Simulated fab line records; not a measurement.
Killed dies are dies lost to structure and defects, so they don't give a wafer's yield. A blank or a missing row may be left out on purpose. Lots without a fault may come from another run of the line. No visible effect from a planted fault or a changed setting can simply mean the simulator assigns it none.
What tool caused it? :: flow nandHarc :: 24 lots (72 wafers sampled), 1 step of a 1159-step route

WHAT THE GAUGES SHOWED, per wafer
NHARC_A_CHANNEL_HOLE_D1_CD_MEAS_10 targets a cd of 100 nm.
lot: L074
measured: day 8 05:48
on: cdSem-02
cdNm (nm): 101.1 101.6 101.7

lot: L075
measured: day 8 13:45
on: cdSem-01
cdNm (nm): 100.7 99.5 100.2

lot: L076
measured: day 8 17:29
on: cdSem-01
cdNm (nm): 99.4 99.5 99.0

lot: L077
measured: day 8 20:46
on: cdSem-03
cdNm (nm): 102.4 102.0 101.8

lot: L078
measured: day 9 07:04
on: cdSem-01
cdNm (nm): 99.4 99.4 99.2

lot: L080
measured: day 9 17:22
on: cdSem-01
cdNm (nm): 98.6 100.1 99.3

lot: L079
measured: day 9 17:32
on: cdSem-02
cdNm (nm): 100.8 101.6 101.1

lot: L082
measured: day 10 02:25
on: cdSem-01
cdNm (nm): 98.8 98.5 99.2

lot: L081
measured: day 10 02:44
on: cdSem-01
cdNm (nm): 99.5 99.8 99.4

lot: L084
measured: day 10 13:03
on: cdSem-01
cdNm (nm): 98.7 99.9 98.9

lot: L083
measured: day 10 13:14
on: cdSem-03
cdNm (nm): 100.7 101.0 101.6

lot: L087
measured: day 11 08:13
on: cdSem-01
cdNm (nm): 99.3 99.0 99.4

lot: L085
measured: day 11 08:32
on: cdSem-02
cdNm (nm): 99.6 99.3 99.0

lot: L086
measured: day 11 08:46
on: cdSem-01
cdNm (nm): 99.2 99.2 98.9

lot: L088
measured: day 11 20:10
on: cdSem-02
cdNm (nm): 99.3 99.1 98.9

lot: L090
measured: day 12 03:56
on: cdSem-01
cdNm (nm): 100.0 99.3 100.2

lot: L089
measured: day 12 04:06
on: cdSem-01
cdNm (nm): 99.0 99.1 99.6

lot: L091
measured: day 12 04:33
on: cdSem-03
cdNm (nm): 101.2 100.6 100.2

lot: L092
measured: day 12 16:07
on: cdSem-03
cdNm (nm): 101.3 101.1 101.0

lot: L093
measured: day 13 02:11
on: cdSem-02
cdNm (nm): 99.6 99.3 99.5

lot: L094
measured: day 13 02:23
on: cdSem-01
cdNm (nm): 101.8 100.4 100.8

lot: L096
measured: day 13 15:31
on: cdSem-01
cdNm (nm): 102.2 101.7 101.6

lot: L097
measured: day 13 15:43
on: cdSem-01
cdNm (nm): 100.7 100.9 100.9

lot: L095
measured: day 13 17:27
on: cdSem-01
cdNm (nm): 101.4 101.5 99.8

WHAT TOOL EACH LOT RAN ON (gives the tool, then ch and the chambers of the sampled wafers, and finally the start)
No process step before these readings appears in the record.

AS READ BY THE TOOLS THEMSELVES (means over the sampled wafers that have a number; for cases with no such wafer, the mark the record gives instead)
The record holds no such reading with a usual standard deviation.

THE ANSWER, worked out from the rows above alone
Rule: the usual values come from the lots themselves. The widest of any qualifying gaps counts: lots, ordered by their means at a reading, are off when they make up no more than a third of the lots, leave a main group of 4 or more, and stand apart from it by 3 or more times the standard deviation of that group's means. Not used: any main group whose means are identical at the precision the tables above print for the reading. Also off: a lot with no number at a reading for which 4 or more lots have one. All remaining lots with rows at the step are treated as sound. First the gauges in route order, then the tools' own readings, where a lot's mean is used as printed above. The first step at which some lot is off is used, and at that step the reading that is off furthest; a lot without a number counts as furthest.
None of the lots is off at any reading shown; this tells nothing.

WHAT THE SIMULATOR PUT IN
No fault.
